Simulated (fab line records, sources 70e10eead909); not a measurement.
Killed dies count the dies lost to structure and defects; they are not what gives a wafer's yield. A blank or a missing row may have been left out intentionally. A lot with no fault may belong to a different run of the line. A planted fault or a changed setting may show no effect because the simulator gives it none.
Comparing a struck lot with a sound one + flow nand_harc + 20 steps out of a route of 1302
Sound: the wafers L136.3, L136.4, L136.6. Struck: wafer L132.5. Last of all comes the cause.
At each step with rows: each side's tool, then ch and its chambers, then its first start. Under that, the readings that differ: sound wafers + struck wafers + difference of the means + sigmas: that difference in standard deviations of wafers without a fault.
alike: readings whose means differ by less than 2 such deviations, and words and numbers that are the same on both sides. not compared: withheld readings, readings that some wafer has no value for, bounds like >300 that may hide the same value, and numbers for which the record gives no deviation and whose values overlap.
A row with sigmas, a row that says differs or no value, or rows on one side alone: a step with any of these is where the two part. Numbers that don't overlap but have no deviation are shown without sigmas and don't part them. A reading missing from all wafers of one side parts the sides only when that side holds two or more wafers.

NHARC_A_CHANNEL_HOLE_D1_ETCH_19: etches the open film in C4F8/O2/Ar, time 34.5 s.
  sound on har_etch-01 ch 0,1, day 16 13:40; struck on har_etch-02 ch 1, day 14 19:43
| reading             | sound             | struck | difference | sigmas |
|---------------------|-------------------|--------|------------|--------|
| o2_flow_sccm (sccm) | 96.23 96.73 96.70 | 95.97  | -0.58      | -2     |
  alike: c4f8_flow_sccm, drypump_motor_current_A, he_backside_leak_sccm, showerhead_plenum_p_Torr, throttle_valve_pct
  not compared: rf_hours_counter_h
NHARC_A_CHANNEL_HOLE_D1_ETCH_20: etches the open film in C4F8/O2/Ar, time 361.9 s, target depth 1600 nm.
  sound on har_etch-01 ch 0,1, day 16 13:51; struck on har_etch-02 ch 1, day 14 19:58
  alike: c4f8_flow_sccm, drypump_motor_current_A, he_backside_leak_sccm, o2_flow_sccm, showerhead_plenum_p_Torr, throttle_valve_pct
  not compared: rf_hours_counter_h
then, 3 steps without rows for these wafers: NHARC_A_CHANNEL_HOLE_D1_ETCH_21 (etches the open film in C4F8/O2/Ar, time 514.3 s, target depth 1600 nm); NHARC_A_CHANNEL_HOLE_D1_ETCH_22 (etches the open film in C4F8/O2/Ar, time 666.7 s, target depth 1600 nm); NHARC_A_CHANNEL_HOLE_D1_ETCH_23 (etches the open film in C4F8/O2/Ar, time 819 s, target depth 1600 nm).
NHARC_A_CHANNEL_HOLE_D1_ETCH_24: etches the open film in C4F8/O2/Ar, time 906.2 s, target depth 1500 nm.
  sound on har_etch-01 ch 0,1, day 16 16:02; struck on har_etch-02 ch 1, day 14 22:17
  alike: c4f8_flow_sccm, drypump_motor_current_A, he_backside_leak_sccm, o2_flow_sccm, showerhead_plenum_p_Torr, throttle_valve_pct
  not compared: rf_hours_counter_h
NHARC_A_CHANNEL_HOLE_D1_ETCH_25: etches the open film in C4F8/O2/Ar, time 1040.2 s, target depth 1500 nm.
  sound on har_etch-01 ch 0,1, day 16 16:50; struck on har_etch-02 ch 1, day 14 23:07
| reading               | sound             | struck | difference | sigmas |
|-----------------------|-------------------|--------|------------|--------|
| c4f8_flow_sccm (sccm) | 93.71 93.78 94.43 | 93.35  | -0.62      | -2     |
  alike: drypump_motor_current_A, he_backside_leak_sccm, o2_flow_sccm, showerhead_plenum_p_Torr, throttle_valve_pct
  not compared: rf_hours_counter_h
then, 1 step without rows for these wafers: NHARC_A_CHANNEL_HOLE_D1_ETCH_26 (etches the open film in C4F8/O2/Ar, time 224.1 s, target depth 300 nm).
NHARC_A_CHANNEL_HOLE_D1_ETCH_33: etches the open film in C4F8/O2/Ar, time 90 s, target depth 400 nm.
  sound on har_etch-01 ch 0,1, day 16 17:41; struck on har_etch-02 ch 1, day 14 23:44
  alike: c4f8_flow_sccm, drypump_motor_current_A, he_backside_leak_sccm, o2_flow_sccm, showerhead_plenum_p_Torr, throttle_valve_pct
  not compared: rf_hours_counter_h
then, 3 steps without rows for these wafers: NHARC_A_CHANNEL_HOLE_D1_STRIP_41 (strips in N2/H2); NHARC_A_CHANNEL_HOLE_D1_STRIP_42 (strips in CF4/CHF3); NHARC_A_CHANNEL_HOLE_D1_STRIP_43 (strips in O2/COS).
NHARC_A_CHANNEL_HOLE_D1_ETCH_44: etches the open film in CF4/O2, target depth 140 nm, overetch 14 nm, time 77 s.
  sound on rie_diel-01 ch 0,2, day 16 18:31; struck on rie_diel-08 ch 0, day 15 00:23
| reading                         | sound                | struck | difference | sigmas |
|---------------------------------|----------------------|--------|------------|--------|
| oes_o_777_au (a.u.)             | 1.000 1.000 0.999    | 0.990  | -0.010     | -2     |
| rf_vpp_V (V)                    | 196.0 197.5 195.9    | 200.4  | +3.9       | +3     |
| showerhead_plenum_p_Torr (Torr) | 1.24 1.37 1.24       | 1.41   | +0.13      | +2     |
| throttle_valve_pct (%)          | 13.381 13.384 13.399 | 13.415 | +0.027     | +3     |
  alike: drypump_motor_current_A, o2_flow_sccm, oes_product_au
  not compared: rf_hours_counter_h
then, 3 steps without rows for these wafers: NHARC_A_CHANNEL_HOLE_D1_STRIP_27 (strips in O2); NHARC_A_CHANNEL_HOLE_D1_PRECLEAN_28 (cleans in SC1); NHARC_A_CHANNEL_HOLE_D1_SRD_29.
NHARC_A_CHANNEL_HOLE_D1_CD_MEAS_30:
  sound: cd_sem-03 at day 16 19:25; struck: cd_sem-03 at day 15 01:10
  alike: cd_nm
next, for these wafers, 1 step has no rows: NHARC_A_CHANNEL_HOLE_D1_XSEM_31.
NHARC_A_CHANNEL_HOLE_D1_INSPECT_40:
  sound: defect_inspect-02 at day 16 19:36; struck: defect_inspect-01 at day 15 01:31
| reading          | sound    | struck | difference | sigmas |
|------------------|----------|--------|------------|--------|
| raw_defect_count | 54 59 60 | 645    | +587       | +20    |
  not compared: hold
-- the record jumps here: 16 days lie between the struck wafers' starts before and after (it left off in module A_CHANNEL_HOLE_D1 and takes up again in module END, whose first step shown is number 1302 of the route) --
NHARC_END_SORT_01:
  sound on prober-01 ch 0, day 32 06:17; struck on prober-02 ch 0, day 30 18:20
  alike: killed_at_array, killed_at_other, killed_at_periphery, killed_dies, killed_open, killed_short

## WHERE THEY PART
First at NHARC_A_CHANNEL_HOLE_D1_ETCH_19; last, within this record, at NHARC_A_CHANNEL_HOLE_D1_INSPECT_40. Later steps at which nothing parts them and some readings are alike: NHARC_END_SORT_01.

WHY: what had been put in by the simulator
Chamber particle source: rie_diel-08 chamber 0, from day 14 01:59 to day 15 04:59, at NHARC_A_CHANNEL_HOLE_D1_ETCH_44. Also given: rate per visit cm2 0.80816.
